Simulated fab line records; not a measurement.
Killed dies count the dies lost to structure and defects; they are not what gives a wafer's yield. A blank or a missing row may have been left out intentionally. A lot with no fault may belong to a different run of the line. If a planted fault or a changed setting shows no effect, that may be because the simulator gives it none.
Problem report in the 8D (eight disciplines) form, filled by code | flow n5_finfet | the parts of the form that need people (team, actions taken, sign-off) are left out

## 1. THE PROBLEM
Wafers without a fault read 1500.2 rpm, standard deviation 1.1; spin_speed_rpm at N5_BEOL_M1_COAT_05 reads a mean of 1421.9 rpm on 6 wafers belonging to 2 lots. That is -71 standard deviations from the usual mean.
The step: resist thk 30 nm.
The first sign was on wafer L916.1 at day 7 14:11, on litho_track-03. At this step, 12 wafers from 4 lots have a number in the record. Rule for "out", or "out of limits": more than 4 standard deviations from the usual mean. All remaining wafers that have a number are taken as sound.

## 2. WHAT IT IS; WHAT IT IS NOT
question                    | is                     | is not
which readings at this step | spin_speed_rpm         | -
which lots                  | L916, L917             | L911, L932
which wafers of those lots  | all that have a number | -
read on which tools         | litho_track-03         | litho_track-01
when                        | from day 7 14:11       | up to then (3 sound wafers); but 3 sound wafers of L932 came after

## 3. WHAT RULES OUT EACH SUSPECT
Counting: a tool stays on the suspect list if, at a process step up to the reading, it processed all lots that are out and no sound lot following the first of them.
- litho_track-03 at N5_BEOL_M1_COAT_05 (resist thk 30 nm): kept. It ran every lot that is out, first L916 (day 7 14:11), and no sound lot after that; its last sound lot up to then is L911 (day 6 09:26). On those wafers its own readings are out: spin_speed_rpm.
Remaining after the count: litho_track-03 at N5_BEOL_M1_COAT_05.

## 4. THE CAUSE (what the simulator had put in)
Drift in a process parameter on litho_track-03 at N5_BEOL_M1_COAT_05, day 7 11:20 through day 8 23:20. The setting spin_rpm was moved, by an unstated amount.
The count eliminated every tool but this one.

## 5. SEQUENCE OF EFFECTS, ordered by route
Each row: a reading where the mean over the struck wafers with a number is more than 3 standard deviations away from the usual. Scope: only readings with a usual standard deviation given in the record; hours: median across lots of the time from each lot's start at the first step in this table that gives one to its start at this step; sigmas: change in usual standard deviations.
hours | step               | reading        | usual      | on struck wafers | change | sigmas
0     | N5_BEOL_M1_COAT_05 | spin_speed_rpm | 1500.2 rpm | 1421.9           | -78.3  | -71
Here are the process steps it includes:
- N5_BEOL_M1_COAT_05: resist thk 30 nm.
Later measuring or inspecting steps at which every struck wafer that the step has a row for has a number for every such reading, and none has moved that far: N5_BEOL_M4_RC_MEAS_101.

## 6. HOW IT WOULD HAVE BEEN CAUGHT EARLIER
In this record no reading fell out of limits until day 7 14:11, 3 hours after the fault had begun at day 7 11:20.
